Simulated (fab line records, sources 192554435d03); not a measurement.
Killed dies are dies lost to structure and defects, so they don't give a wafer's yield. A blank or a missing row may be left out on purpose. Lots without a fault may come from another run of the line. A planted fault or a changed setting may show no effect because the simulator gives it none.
Split-lot experiment | flow n5_finfet | 7 lots, 39 wafers read, on a route of 1938 steps

THE SPLIT
At N5_BEOL_M7_ILD_DEP_00 (deposits SiCOH lowk from DEMS/porogen, target thk 179.75 nm, time 33.4 s), the setting target_thk_a was moved away from the recipe's 1797.5 angstrom on 15 of the 39 wafers read, by -20.4% to +53.0%. The other wafers ran this setting at the recipe's value.

FROM THE SPLIT TO THE READING: what the file shows between them, 1 step
- N5_BEOL_M7_CURE_74: cures SiCOH lowk, time 240 s

THE READING
M7_ILD_THK, in nm, at N5_BEOL_M7_THK_MEAS_01. Fault-free wafers of this fab line usually give 154.8 nm, standard deviation 2.3 nm.

wafer  | tool, chamber at the split | target_thk_a as run, angstrom | against the recipe | M7_ILD_THK, nm | against lot-mates on the recipe
L080.1 | pecvd-01, 2                | 2750                          | +53.0%             | 234.7          | +80.5
L080.2 | pecvd-01, 0                | 1797.5                        | recipe             | 154.8          | -
L080.3 | pecvd-01, 1                | 2750                          | +53.0%             | 232.6          | +78.4
L080.4 | pecvd-01, 0                | 1797.5                        | recipe             | 154.9          | -
L080.5 | pecvd-01, 1                | 1797.5                        | recipe             | 152.8          | -
L080.6 | pecvd-01, 2                | 2750                          | +53.0%             | 237.4          | +83.2
L082.2 | pecvd-01, 0,2              | 1797.5                        | recipe             | 154.3          | -
L082.4 | pecvd-01, 0,2              | 1797.5                        | recipe             | 154.3          | -
L082.6 | pecvd-01, 1                | 1797.5                        | recipe             | 153.0          | -
L087.1 | pecvd-01, 1                | 1797.5                        | recipe             | 153.8          | -
L087.2 | pecvd-01, 0                | 1797.5                        | recipe             | 155.1          | -
L087.3 | pecvd-01, 2                | 1797.5                        | recipe             | 154.3          | -
L087.4 | pecvd-01, 1                | 1797.5                        | recipe             | 156.3          | -
L087.5 | pecvd-01, 0                | 1797.5                        | recipe             | 158.4          | -
L087.6 | pecvd-01, 2                | 1797.5                        | recipe             | 156.5          | -
L090.1 | pecvd-01, 1                | 2664                          | +48.2%             | 228.1          | +74.0
L090.2 | pecvd-01, 0                | 1797.5                        | recipe             | 154.1          | -
L090.3 | pecvd-01, 2                | 1797.5                        | recipe             | 152.5          | -
L090.4 | pecvd-01, 1                | 1797.5                        | recipe             | 155.7          | -
L090.5 | pecvd-01, 2                | 2664                          | +48.2%             | 232.5          | +78.4
L090.6 | pecvd-01, 0                | 2664                          | +48.2%             | 232.2          | +78.1
L091.1 | pecvd-03, 0                | 1797.5                        | recipe             | 152.5          | -
L091.2 | pecvd-03, 2                | 2304                          | +28.2%             | 199.4          | +44.1
L091.3 | pecvd-03, 1                | 2304                          | +28.2%             | 200.9          | +45.6
L091.4 | pecvd-03, 0                | 1797.5                        | recipe             | 154.0          | -
L091.5 | pecvd-03, 1                | 1797.5                        | recipe             | 159.4          | -
L091.6 | pecvd-03, 2                | 2304                          | +28.2%             | 201.4          | +46.1
L094.1 | pecvd-02, 2                | 1797.5                        | recipe             | 156.7          | -
L094.2 | pecvd-02, 1                | 1431                          | -20.4%             | 125.0          | -31.9
L094.3 | pecvd-02, 0                | 1797.5                        | recipe             | 156.3          | -
L094.4 | pecvd-02, 2                | 1431                          | -20.4%             | 125.5          | -31.4
L094.5 | pecvd-02, 1                | 1797.5                        | recipe             | 157.8          | -
L094.6 | pecvd-02, 0                | 1431                          | -20.4%             | 126.2          | -30.7
L095.1 | pecvd-01, 1                | 2319                          | +29.0%             | 194.7          | +41.5
L095.2 | pecvd-01, 2                | 2319                          | +29.0%             | 198.7          | +45.5
L095.3 | pecvd-01, 0                | 1797.5                        | recipe             | 151.6          | -
L095.4 | pecvd-01, 1                | 1797.5                        | recipe             | 153.7          | -
L095.5 | pecvd-01, 2                | 2319                          | +29.0%             | 200.8          | +47.6
L095.6 | pecvd-01, 0                | 1797.5                        | recipe             | 154.3          | -
Where a row lists several chambers, the file gives one row for several wafers and doesn't say which wafer went through which chamber.

THE FIT
A straight line over all 39 wafers: M7_ILD_THK changes by +1.53 nm for each +1% of target_thk_a; r = +1.00; the points scatter about the line by 2.2 nm.
The same after taking each lot's own level away (the mean of its wafers on the recipe; 39 wafers): +1.56 nm for each +1%; r = +1.00; scatter 1.8 nm.
On that fit, the largest move of target_thk_a shifts the reading by 82 nm.
The lots' own levels span 153.20 to 156.93 nm, that is 1.6 times the standard deviation above.
So the lot-to-lot level changes the slope little: the two slopes agree.
Check: with one of the wafers moved furthest among these (+53.0%) left out of the fit, the line predicts +82.9 nm for it against its lot-mates. It came out at +80.5 nm against them.

OTHER SPLITS ON THESE WAFERS
These wafers also went through other splits before the reading. Each is held against what the fit with the lots' levels taken away leaves over:
other split on the same wafers     | wafers away from the commonest value | r with M7_ILD_THK (lot level and that fit taken away)
N5_BEOL_M5_ILD_DEP_00 target_thk_a | 15                                   | -0.11

THE WHOLE CHAIN: every reading that the file lists as answering this split, in the file's order
step                   | what it does                                                             | reading                                                                                  | change (the file's fit)              | r (the file's)
N5_BEOL_M7_ILD_DEP_00  | deposits SiCOH lowk from DEMS/porogen, target thk 179.75 nm, time 33.4 s | SiCOH_lowk_of_BEOL_M7_ILD_DEP_00.thk_nm (the simulator's own value, which no gauge read) | +1.78 nm for each +1% of the setting | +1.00
N5_BEOL_M7_CURE_74     | cures SiCOH lowk, time 240 s                                             | SiCOH_lowk_of_BEOL_M7_ILD_DEP_00.thk_nm (the simulator's own value, which no gauge read) | +1.56 nm for each +1% of the setting | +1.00
N5_BEOL_M7_THK_MEAS_01 |                                                                          | M7_ILD_THK                                                                               | +1.56 for each +1% of the setting    | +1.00

THE FILE'S OWN FIT
M7_ILD_THK changes by +1.56 nm for each +1% of target_thk_a, r = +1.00.
